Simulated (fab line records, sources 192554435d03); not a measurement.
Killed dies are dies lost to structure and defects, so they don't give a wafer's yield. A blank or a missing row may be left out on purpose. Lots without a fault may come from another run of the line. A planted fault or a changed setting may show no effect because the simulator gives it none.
fab line records | flow n5_finfet
record lots=12 wafers=34 last_day=17
route steps=1938 shown BEOL_M13@1660
lots that met no fault: from a run of the same line without faults
start_h: hours from the record's first day to the start of the lot's first wafer shown | wait_h: hours since the lot's step before | " the same as in the row above | L1.1+2: a row that stands for several wafers | - no value, or no start given | * or withheld: withheld | < > ~ a bound
route shown NAME@n: a module of which the file shows steps, and the number in the route of the first | usual: mean/standard deviation of fault-free wafers | same: alike in all rows | chamber/n: place in a boat | sites: the reading at each site | _std_site: their standard deviation | _edge_site: outer sites' mean less inner sites' | radius_mm: how far each site lies from the wafer's centre | mask NAME#n: copy n | behind: the tool/chamber that last shaped the wafer | hold: why the lot was held/for how many hours/how that ended | device: the transistor (n, p or np) that didn't switch | end of line: the same wafers' tests at the end of the route | a step without rows: its recipe alone | killed: dies lost to structure and defects at the first sort, not the wafer's yield | map: a wafer's dies, x killed, . not, _ none there
set.NAME: the setting as run; set.NAME@STEP: as run at that earlier step | model.NAME: the simulator's own value behind a step, which no gauge read
steps of the route over a sample of lots; a table a step, a row a wafer
services: from which hour (start_h, from the record's first day; less than 0 if before it) a tool's chamber was out of use, for how many hours, and why
## steps
# step N5_BEOL_M13_THK_MEAS_01
# recipe reads=SiOC_of_BEOL_M13_ILD_DEP_00
# usual M13_ILD_THK=842/11
# columns lot.wafer tool chamber start_h wait_h M13_ILD_THK[nm]
L130.1 film_metro-02 - 237.59 0.1 851
L130.3 " - " " 830
L130.5 " - " " 844
L129.1 film_metro-02 - 246.64 0.1 840
L129.3 " - " " 850
L129.5 " - " " 860
L131.1 film_metro-01 - 267.96 0.1 833
L131.3 " - " " 844
L131.6 " - " " 843
L132.1 film_metro-01 - 268.86 0.1 839
L132.6 " - " " 838
L139.3 film_metro-02 - 306.82 0.1 824
L139.4 " - " " 850
L139.6 " - " " 852
L141.1 film_metro-02 - 316.17 0.1 829
L141.3 " - " " 833
L141.6 " - " " 845
L143.4 film_metro-01 - 319.52 0.0 841
L143.5 " - " " 842
L143.6 " - " " 834
L142.1 film_metro-01 - 319.62 0.1 843
L142.3 " - " " 843
L142.5 " - " " 851
L144.1 film_metro-02 - 322.24 0.1 819
L144.2 " - " " 834
L144.5 " - " " 846
L146.2 film_metro-01 - 352.94 0.1 849
L146.5 " - " " 856
L146.6 " - " " 867
L149.1 film_metro-01 - 360.85 0.1 839
L149.3 " - " " 840
L149.4 " - " " 870
L151.5 film_metro-02 - 367.40 0.0 861
L151.6 " - " " 853
# step N5_BEOL_M13_INSPECT_12
# recipe mode=adi inspect_instrument=macro
# usual raw_defect_count=1.9/1.4
# columns lot.wafer tool chamber start_h wait_h raw_defect_count
L130.1 defect_inspect-01 - 237.95 0.0 3
L130.3 " - " " 4
L130.5 " - " " 1
L129.1 defect_inspect-01 - 247.13 0.0 1
L129.3 " - " " 2
L129.5 " - " " 1
L131.1 defect_inspect-02 - 268.44 0.0 1
L131.3 " - " " 1
L131.6 " - " " 1
L132.1 defect_inspect-02 - 269.23 0.0 2
L132.6 " - " " 1
L139.3 defect_inspect-01 - 307.17 0.0 0
L139.4 " - " " 1
L139.6 " - " " 0
L141.1 defect_inspect-01 - 316.65 0.0 1
L141.3 " - " " 4
L141.6 " - " " 0
L143.4 defect_inspect-01 - 319.88 0.0 1
L143.5 " - " " 3
L143.6 " - " " 2
L142.1 defect_inspect-01 - 320.10 0.0 2
L142.3 " - " " 2
L142.5 " - " " 2
L144.1 defect_inspect-01 - 322.72 0.0 3
L144.2 " - " " 2
L144.5 " - " " 4
L146.2 defect_inspect-02 - 353.42 0.0 2
L146.5 " - " " 2
L146.6 " - " " 4
L149.1 defect_inspect-02 - 361.34 0.0 1
L149.3 " - " " 0
L149.4 " - " " 2
L151.5 defect_inspect-01 - 367.76 0.0 0
L151.6 " - " " 5
# step N5_BEOL_M13_STRIP_64
# recipe chemistry=N2/H2 power_w=1000 temp_c=250 h2_frac=0.65 overash_fraction=0.3 pressure_mtorr=withheld n2_flow_sccm=1750 h2_flow_sccm=3250
# usual drypump_motor_current_A=5.68/0.053 heater_power_w=345/23 n2_flow_sccm=1749/5.5 oes_product_au=0.715/0.0041 strip_time_to_endpoint_s=31.31/0.079
# columns lot.wafer tool chamber start_h wait_h drypump_motor_current_A heater_power_w n2_flow_sccm oes_product_au rf_hours_counter_h strip_time_to_endpoint_s
L130.1 plasma_asher-01 0 238.78 0.0 5.63 317 1748 0.718 128 31.44
L130.3 " 1 " " 5.63 330 1745 0.714 - 31.39
L130.5 " 1 " " 5.63 324 1756 0.716 - 31.37
L129.1 plasma_asher-01 1 247.55 0.0 5.64 333 1748 0.712 132 31.40
L129.3 " 0 " " 5.64 319 1746 0.709 - 31.46
L129.5 " 0 " " 5.63 317 1753 0.710 - 31.46
L131.1 plasma_asher-01 0 268.86 0.0 5.64 315 1754 0.710 138 31.20
L131.3 " 0 " " 5.63 315 1754 0.721 - 31.13
L131.6 " 0 " " 5.62 320 1749 0.708 - 31.22
L132.1 plasma_asher-02 0 269.65 0.0 5.77 375 1753 0.710 65 31.29
L132.6 " 1 " " 5.75 365 1753 0.718 - 31.29
L139.3 plasma_asher-01 0 307.77 0.0 5.62 314 1746 0.720 - 31.42
L139.4 " 1 " " 5.62 329 1741 0.711 - 31.49
L139.6 " 1 " " 5.64 327 1741 0.711 - 31.44
L141.1 plasma_asher-02 1 317.22 0.0 5.73 374 1755 0.715 75 31.42
L141.3 " 1 " " 5.74 372 1756 0.715 - 31.35
L141.6 " 1 " " 5.75 371 1753 0.715 - 31.35
L143.4 plasma_asher-02 0 320.42 0.0 5.71 365 1747 0.716 - 31.35
L143.5 " 1 " " 5.74 375 1740 0.711 - 31.28
L143.6 " 0 " " 5.70 364 1744 0.721 - 31.34
L142.1 plasma_asher-01 0 320.52 0.0 5.63 311 1747 0.719 148 31.13
L142.3 " 0 " " 5.65 314 1743 0.707 - 31.18
L142.5 " 0 " " 5.61 319 1753 0.718 - 31.18
L144.1 plasma_asher-02 0 323.14 0.0 5.70 362 1750 0.716 76 31.27
L144.2 " 1 " " 5.75 370 1750 0.718 76 31.21
L144.5 " 1 " " 5.75 357 1758 0.720 - 31.26
L146.2 plasma_asher-01 1 354.21 0.0 5.66 323 1743 0.723 154 31.24
L146.5 " 1 " " 5.63 319 1747 0.714 - 31.33
L146.6 " 0 " " 5.62 315 1757 0.721 - 31.27
L149.1 plasma_asher-02 1 361.77 0.0 5.73 361 1756 0.710 84 31.32
L149.3 " 1 " " 5.75 365 1754 0.711 - 31.36
L149.4 " 0 " " 5.71 362 1751 0.709 - 31.34
L151.5 plasma_asher-02 1 368.24 0.0 5.72 364 1749 0.704 - 31.26
L151.6 " 0 " " 5.74 362 1754 0.712 - 31.32
# step N5_BEOL_M13_COAT_66
# recipe resist=SiARC temp_c=220 time_s=60 spin_rpm=1500 resist_thk_nm=110
# usual chill_plate_temp_C=23.03/0.098 spin_speed_rpm=1500.1/1
# columns lot.wafer tool chamber start_h wait_h chill_plate_temp_C spin_speed_rpm
L130.1 litho_track-01 0 238.96 - 22.94 1499.2
L130.3 " 0 " " 23.01 1498.9
L130.5 " 0 " " 23.18 1500.1
L129.1 litho_track-01 0 247.73 - 22.88 1499.1
L129.3 " 0 " " 23.02 1497.8
L129.5 " 0 " " 22.96 1500.7
L131.1 litho_track-02 0 269.05 - 22.94 1499.3
L131.3 " 0 " " 23.02 1499.1
L131.6 " 0 " " 22.96 1499.8
L132.1 litho_track-02 0 269.83 - 23.07 1503.1
L132.6 " 0 " " 23.11 1500.3
L139.3 litho_track-01 0 307.93 - 23.14 1730.0
L139.4 " 0 " " 22.99 1728.6
L139.6 " 0 " " 23.04 1727.9
L141.1 litho_track-04 0 317.41 - 23.11 1499.8
L141.3 " 0 " " 23.13 1499.5
L141.6 " 0 " " 22.97 1498.7
L143.4 litho_track-04 0 320.59 - 23.16 1500.5
L143.5 " 0 " " 23.09 1500.6
L143.6 " 0 " " 23.04 1499.2
L142.1 litho_track-01 0 320.71 - 22.93 1728.6
L142.3 " 0 " " 22.90 1729.8
L142.5 " 0 " " 22.99 1730.4
L144.1 litho_track-02 0 323.33 - 22.97 1500.1
L144.2 " 0 " " 22.92 1499.7
L144.5 " 0 " " 22.94 1500.2
L146.2 litho_track-04 0 354.40 - 22.93 1501.7
L146.5 " 0 " " 22.89 1497.7
L146.6 " 0 " " 23.14 1501.3
L149.1 litho_track-04 0 361.95 - 22.96 1500.7
L149.3 " 0 " " 23.01 1498.6
L149.4 " 0 " " 23.06 1500.5
L151.5 litho_track-02 0 368.39 - 23.06 1500.9
L151.6 " 0 " " 22.99 1500.9
## services
# columns tool chamber start_h hours kind
plasma_asher-02 - 237.20 17.1 pm
litho_track-02 - 247.64 - consumable_replace:filter
plasma_asher-01 - 254.64 2.8 pm
plasma_asher-01 - 333.34 2.2 repair
plasma_asher-01 - 366.77 15.6 pm
## key
first_sign step=N5_BEOL_M13_COAT_66 reading=spin_speed_rpm direction=up sigmas=99+ usual=* struck=*
effect none on later readings
met_at N5_BEOL_M13_COAT_66
struck_lots L139,L142
not_acting_at N5_BEOL_M13_THK_MEAS_01,N5_BEOL_M13_INSPECT_12,N5_BEOL_M13_STRIP_64
onset_between 247.73 307.93
fault kind=process_parameter_drift tool=litho_track-01 chamber=- onset_h=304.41 steps=N5_BEOL_M13_COAT_66 channel=spin_rpm offset=* shape=step end_h=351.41 acts_in=* stated=*
